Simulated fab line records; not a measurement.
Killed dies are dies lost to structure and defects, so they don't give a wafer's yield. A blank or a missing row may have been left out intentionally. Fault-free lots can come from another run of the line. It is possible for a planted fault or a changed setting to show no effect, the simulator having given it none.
Matching of chambers / flow nand_harc / 4 sister chambers for NHARC_P_BONDPAD_DESCUM_11 on rie_diel-13
The step chemistry O2, time 3 s. 7 wafers are shown with their chamber, then 8 later ones without.

## WAFERS WITH THEIR CHAMBER
wafer=L076.2; chamber=2; drypump_motor_current_A (A)=4.9; oes_product_au (a.u.)=0.993
wafer=L078.5; chamber=1; drypump_motor_current_A (A)=4.7; oes_product_au (a.u.)=0.991
wafer=L080.4; chamber=0; drypump_motor_current_A (A)=5.7; oes_product_au (a.u.)=1.015
wafer=L081.1; chamber=0; drypump_motor_current_A (A)=5.7; oes_product_au (a.u.)=1.003
wafer=L081.2; chamber=1; drypump_motor_current_A (A)=4.8; oes_product_au (a.u.)=0.988
wafer=L081.3; chamber=3; drypump_motor_current_A (A)=5.5; oes_product_au (a.u.)=0.978
wafer=L086.1; chamber=3; drypump_motor_current_A (A)=5.5; oes_product_au (a.u.)=0.985

## WAFERS WHOSE CHAMBER IS MISSING
wafer=L086.2; drypump_motor_current_A (A)=5.7; oes_product_au (a.u.)=1.011
wafer=L086.5; drypump_motor_current_A (A)=4.7; oes_product_au (a.u.)=1.004
wafer=L089.1; drypump_motor_current_A (A)=4.7; oes_product_au (a.u.)=0.996
wafer=L089.2; drypump_motor_current_A (A)=5.7; oes_product_au (a.u.)=1.010
wafer=L089.3; drypump_motor_current_A (A)=4.9; oes_product_au (a.u.)=0.999
wafer=L097.1; drypump_motor_current_A (A)=5.7; oes_product_au (a.u.)=0.993
wafer=L097.3; drypump_motor_current_A (A)=4.9; oes_product_au (a.u.)=1.013
wafer=L097.6; drypump_motor_current_A (A)=4.7; oes_product_au (a.u.)=1.003

## WHICH CHAMBER EACH WENT THROUGH
wafer=L086.2; from the rows above=0; in truth=0
wafer=L086.5; from the rows above=1; in truth=1
wafer=L089.1; from the rows above=1; in truth=1
wafer=L089.2; from the rows above=0; in truth=0
wafer=L089.3; from the rows above=2; in truth=2
wafer=L097.1; from the rows above=0; in truth=0
wafer=L097.3; from the rows above=2; in truth=2
wafer=L097.6; from the rows above=1; in truth=1
Placed correctly: 8 of 8. Left unplaced by these rows: 0. Wrongly placed: 0.
How it was worked out, from the rows above alone: a wafer's distance from a chamber is the root of the sum, over the readings, of the square of ((its reading less the chamber's mean) divided by the reading's scatter). The wafer belongs to the nearest chamber; if the next one is less than 2 further off, it can't be placed. A chamber's mean is the mean of its shown wafers. The scatter: the root of (the sum of the squares of (reading less its chamber's mean) over the shown wafers, divided by (wafers less chambers)).
